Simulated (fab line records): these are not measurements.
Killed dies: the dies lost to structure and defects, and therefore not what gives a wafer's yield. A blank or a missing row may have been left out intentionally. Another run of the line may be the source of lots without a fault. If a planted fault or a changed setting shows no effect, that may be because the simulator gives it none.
Matching of chambers    flow n5_finfet    rie_diel-06 running N5_DUMMY_GATE_ETCH_42: 4 sister chambers
The step etches SiO2 in CHF3/O2, target depth 3.5 nm, time 31 s. 8 wafers are shown with their chamber, then 11 later ones without.

== WAFERS, EACH WITH ITS CHAMBER ==
wafer   chamber  throttle_valve_pct (%)  oes_product_au (a.u.)
L081.5  2        18.96                   0.75
L088.5  1        18.75                   0.72
L087.3  1        18.75                   0.73
L087.4  0        18.54                   0.89
L089.3  0        18.54                   0.90
L089.5  3        18.86                   0.77
L089.6  2        19.00                   0.76
L090.3  3        18.86                   0.76

== WAFERS WHOSE CHAMBER IS MISSING ==
wafer   throttle_valve_pct (%)  oes_product_au (a.u.)
L090.4  18.56                   0.89
L090.6  19.00                   0.75
L094.1  18.76                   0.72
L094.2  19.02                   0.74
L094.4  18.57                   0.88
L095.2  19.02                   0.74
L095.3  18.77                   0.71
L095.4  18.56                   0.87
L096.3  19.02                   0.74
L096.5  19.03                   0.73
L096.6  18.77                   0.71

== WHICH CHAMBER EACH ONE RAN IN ==
wafer   from the rows above  in truth
L090.4  0                    0
L090.6  2                    2
L094.1  1                    1
L094.2  2                    2
L094.4  0                    0
L095.2  2                    2
L095.3  1                    1
L095.4  0                    0
L096.3  2                    2
L096.5  2                    2
L096.6  1                    1
Correctly placed: 11 of 11. Number that these rows cannot place: 0. Wrongly placed: 0.
How it was worked out, from the rows above alone: a wafer's distance from a chamber is the root of the sum, over the readings, of the square of ((its reading less the chamber's mean) divided by the reading's scatter). The wafer belongs to the nearest chamber; if the next one is less than 2 further off, it can't be placed. A chamber's mean is the mean of its shown wafers. The scatter is the square root of a quotient: the sum, over the shown wafers, of each reading's squared deviation from its chamber's mean, divided by wafers minus chambers.
